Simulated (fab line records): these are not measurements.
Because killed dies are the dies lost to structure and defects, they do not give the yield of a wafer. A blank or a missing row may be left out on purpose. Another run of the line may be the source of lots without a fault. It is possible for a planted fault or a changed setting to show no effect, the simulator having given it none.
Split-lot study | flow n5 finfet | on a route of 1938 steps: 7 lots, 39 wafers read

== THE SPLIT ITSELF ==
At N5_MOL_CONTACT_COAG_ETCH_91 (etches SOC in N2/H2, target depth 60 nm, overetch 21 nm, time 101.2 s), the setting time s was moved away from the recipe's 101.2 s on 9 of the 39 wafers read, by +7.3% to +21.3%. This setting was run at the recipe's value on the other wafers.

Reading taken at the split's own step.

== THE READING ==
SiARC_of_MOL_CONTACT_COAG_COAT_76.thk nm (the simulator's own value, which no gauge read), in nm, at N5_MOL_CONTACT_COAG_ETCH_91 (etches SOC in N2/H2, target depth 60 nm, overetch 21 nm, time 101.2 s). The file gives no usual value for it. Average 5.8 nm, standard deviation 0.063 nm, over the 30 wafers here run with the recipe.

wafer  | tool, chamber at the split | time s as run, s | against the recipe | SiARC_of_MOL_CONTACT_COAG_COAT_76.thk nm, nm | against lot-mates on the recipe
L075.1 | rie diel-02, 1,3,2,1,2     | 101.2            | recipe             | 5.8                                          | -
L075.3 | rie diel-02, 1,3,2,1,2     | 101.2            | recipe             | 5.8                                          | -
L075.4 | rie diel-02, 1,3,2,1,2     | 101.2            | recipe             | 5.8                                          | -
L075.5 | rie diel-02, 1,3,2,1,2     | 101.2            | recipe             | 5.8                                          | -
L075.6 | rie diel-02, 1,3,2,1,2     | 101.2            | recipe             | 5.8                                          | -
L075.2 | rie diel-02, 0             | 101.2            | recipe             | 5.6                                          | -
L078.1 | rie diel-04, 1,0           | 101.2            | recipe             | 5.8                                          | -
L078.4 | rie diel-04, 1,0           | 101.2            | recipe             | 5.8                                          | -
L078.2 | rie diel-04, 2             | 101.2            | recipe             | 5.6                                          | -
L078.3 | rie diel-04, 3,0           | 122.8            | +21.3%             | 4.8                                          | -0.9
L078.5 | rie diel-04, 3,0           | 122.8            | +21.3%             | 4.8                                          | -0.9
L078.6 | rie diel-04, 1             | 122.8            | +21.3%             | 5                                            | -0.7
L080.1 | rie diel-04, 2,3,3         | 119.9            | +18.5%             | 5                                            | -0.8
L080.4 | rie diel-04, 2,3,3         | 119.9            | +18.5%             | 5                                            | -0.8
L080.6 | rie diel-04, 2,3,3         | 119.9            | +18.5%             | 5                                            | -0.8
L080.2 | rie diel-04, 0,1,0         | 101.2            | recipe             | 5.8                                          | -
L080.3 | rie diel-04, 0,1,0         | 101.2            | recipe             | 5.8                                          | -
L080.5 | rie diel-04, 0,1,0         | 101.2            | recipe             | 5.8                                          | -
L084.1 | rie diel-05, 2,0,1,3,0,1   | 101.2            | recipe             | 5.8                                          | -
L084.2 | rie diel-05, 2,0,1,3,0,1   | 101.2            | recipe             | 5.8                                          | -
L084.3 | rie diel-05, 2,0,1,3,0,1   | 101.2            | recipe             | 5.8                                          | -
L084.4 | rie diel-05, 2,0,1,3,0,1   | 101.2            | recipe             | 5.8                                          | -
L084.5 | rie diel-05, 2,0,1,3,0,1   | 101.2            | recipe             | 5.8                                          | -
L084.6 | rie diel-05, 2,0,1,3,0,1   | 101.2            | recipe             | 5.8                                          | -
L085.1 | rie diel-05, 0,1,0         | 101.2            | recipe             | 5.8                                          | -
L085.5 | rie diel-05, 0,1,0         | 101.2            | recipe             | 5.8                                          | -
L085.6 | rie diel-05, 0,1,0         | 101.2            | recipe             | 5.8                                          | -
L088.1 | rie diel-05, 0,2,1,3,0,1   | 101.2            | recipe             | 5.8                                          | -
L088.2 | rie diel-05, 0,2,1,3,0,1   | 101.2            | recipe             | 5.8                                          | -
L088.3 | rie diel-05, 0,2,1,3,0,1   | 101.2            | recipe             | 5.8                                          | -
L088.4 | rie diel-05, 0,2,1,3,0,1   | 101.2            | recipe             | 5.8                                          | -
L088.5 | rie diel-05, 0,2,1,3,0,1   | 101.2            | recipe             | 5.8                                          | -
L088.6 | rie diel-05, 0,2,1,3,0,1   | 101.2            | recipe             | 5.8                                          | -
L095.1 | rie diel-05, 0,2           | 101.2            | recipe             | 5.8                                          | -
L095.5 | rie diel-05, 0,2           | 101.2            | recipe             | 5.8                                          | -
L095.2 | rie diel-05, 3,1           | 108.6            | +7.3%              | 5.6                                          | -0.3
L095.3 | rie diel-05, 3,1           | 108.6            | +7.3%              | 5.6                                          | -0.3
L095.4 | rie diel-05, 2             | 108.6            | +7.3%              | 5.4                                          | -0.5
L095.6 | rie diel-05, 3             | 101.2            | recipe             | 6                                            | -
The file does not say which wafer passed through which chamber wherever a row lists several chambers: such a row stands for several wafers.

FIT RESULTS
A straight line over all 39 wafers: SiARC_of_MOL_CONTACT_COAG_COAT_76.thk nm changes by -0.0429 nm for each +1% of time s; r = -0.98; the points scatter about the line by 0.07 nm.
The same after taking each lot's own level away (the mean of its wafers on the recipe; 39 wafers): -0.0419 nm for each +1%; r = -0.98; scatter 0.063 nm.
The reading moves by 0.89 nm for the largest change in time s, on that fit.
Across the lots, their own levels run from 5.73 to 5.87 nm, a range of 2.1 times the standard deviation given above.
Hence the lot-to-lot level has little effect on the slope; both slopes agree.
Check: -0.888 nm against its lot-mates is what the line predicts for one of the wafers moved furthest among these (+21.3%) when that wafer is left out of the fit. It came out at -0.933 nm against them.

== FURTHER SPLITS ON THESE WAFERS ==
Other splits were also applied to these wafers ahead of the reading. Each is held against what the fit with the lots' levels taken away leaves over:
other split on the same wafers | wafers away from the commonest value | r with SiARC_of_MOL_CONTACT_COAG_COAT_76.thk nm (lot level and that fit taken away)
N5_SD_EPI_P_EPI_21 temp c      | 15                                   | +0.03

== THE FILE'S OWN FIT ==
SiARC_of_MOL_CONTACT_COAG_COAT_76.thk nm changes by -0.042 nm for each +1% of time s, r = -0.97.
